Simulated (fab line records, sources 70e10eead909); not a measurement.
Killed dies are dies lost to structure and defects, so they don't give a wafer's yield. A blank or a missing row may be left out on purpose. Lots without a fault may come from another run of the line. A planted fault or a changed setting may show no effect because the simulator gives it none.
Chamber matching | flow nand_harc | NHARC_A_STAIRCASE_TRIM_20 on rie_diel-01: 4 sister chambers
The step chemistry O2, time 211.2 s. 24 wafers are shown with their chamber, then 12 later ones without.

WAFERS WITH THEIR CHAMBER
wafer  | chamber | drypump_motor_current_A (A) | showerhead_plenum_p_Torr (Torr) | rf_vpp_V (V)
L074.1 | 0       | 5.8                         | 3.68                            | 58.4
L074.4 | 1       | 5.5                         | 3.35                            | 57.0
L074.5 | 1       | 5.5                         | 3.35                            | 56.2
L077.3 | 2       | 4.8                         | 3.59                            | 56.3
L077.4 | 0       | 5.8                         | 3.68                            | 58.8
L077.6 | 2       | 4.8                         | 3.59                            | 58.9
L077.1 | 3       | 5.2                         | 3.69                            | 57.8
L077.2 | 1       | 5.5                         | 3.35                            | 58.1
L077.5 | 3       | 5.2                         | 3.69                            | 57.6
L075.2 | 0       | 5.8                         | 3.68                            | 58.5
L075.4 | 3       | 5.2                         | 3.69                            | 58.5
L075.6 | 0       | 5.8                         | 3.68                            | 59.2
L078.3 | 1       | 5.5                         | 3.35                            | 58.3
L078.4 | 2       | 4.9                         | 3.58                            | 59.0
L078.5 | 3       | 5.2                         | 3.69                            | 56.3
L080.1 | 3       | 5.2                         | 3.68                            | 58.1
L080.2 | 2       | 4.8                         | 3.58                            | 58.6
L080.3 | 0       | 5.8                         | 3.67                            | 57.6
L082.2 | 3       | 5.2                         | 3.68                            | 58.4
L082.3 | 1       | 5.5                         | 3.34                            | 57.0
L082.6 | 1       | 5.5                         | 3.34                            | 58.0
L082.1 | 0       | 5.8                         | 3.67                            | 57.9
L082.4 | 2       | 4.8                         | 3.58                            | 58.0
L082.5 | 2       | 4.8                         | 3.58                            | 58.1

SIGNATURES (means of the wafers above)
reading                  | chamber 0 | chamber 1 | chamber 2 | chamber 3 | scatter within a chamber
drypump_motor_current_A  | 5.800     | 5.500     | 4.817     | 5.200     | 0.0204
showerhead_plenum_p_Torr | 3.6767    | 3.3467    | 3.5833    | 3.6867    | 0.00516
rf_vpp_V                 | 58.400    | 57.433    | 58.150    | 57.783    | 0.815
Rule: a wafer's distance from a chamber is the root of the sum, over the readings, of the square of ((its reading less the chamber's mean) divided by the reading's scatter). The wafer belongs to the nearest chamber; if the next one is less than 2 further off, it can't be placed. The scatter: the root of (the sum of the squares of (reading less its chamber's mean) over the shown wafers, divided by (wafers less chambers)).

WAFERS WITHOUT THEIR CHAMBER
wafer  | drypump_motor_current_A (A) | showerhead_plenum_p_Torr (Torr) | rf_vpp_V (V)
L081.1 | 5.8                         | 3.67                            | 57.0
L081.4 | 4.8                         | 3.58                            | 58.7
L081.6 | 5.2                         | 3.68                            | 59.5
L081.2 | 5.5                         | 3.34                            | 57.8
L081.3 | 5.2                         | 3.68                            | 56.8
L081.5 | 4.8                         | 3.58                            | 58.7
L087.1 | 5.2                         | 3.68                            | 58.8
L087.4 | 5.5                         | 3.34                            | 57.1
L087.5 | 5.8                         | 3.67                            | 57.9
L095.2 | 5.2                         | 3.67                            | 58.4
L095.5 | 4.8                         | 3.57                            | 57.8
L095.6 | 5.2                         | 3.67                            | 57.3

WHICH CHAMBER EACH WENT THROUGH
wafer  | from the rows above | in truth
L081.1 | 0                   | 0
L081.4 | 2                   | 2
L081.6 | 3                   | 3
L081.2 | 1                   | 1
L081.3 | 3                   | 3
L081.5 | 2                   | 2
L087.1 | 3                   | 3
L087.4 | 1                   | 1
L087.5 | 0                   | 0
L095.2 | 3                   | 3
L095.5 | 2                   | 2
L095.6 | 3                   | 3
Placed correctly: 12 of 12. Can't be placed from these rows: 0. Placed wrongly: 0.
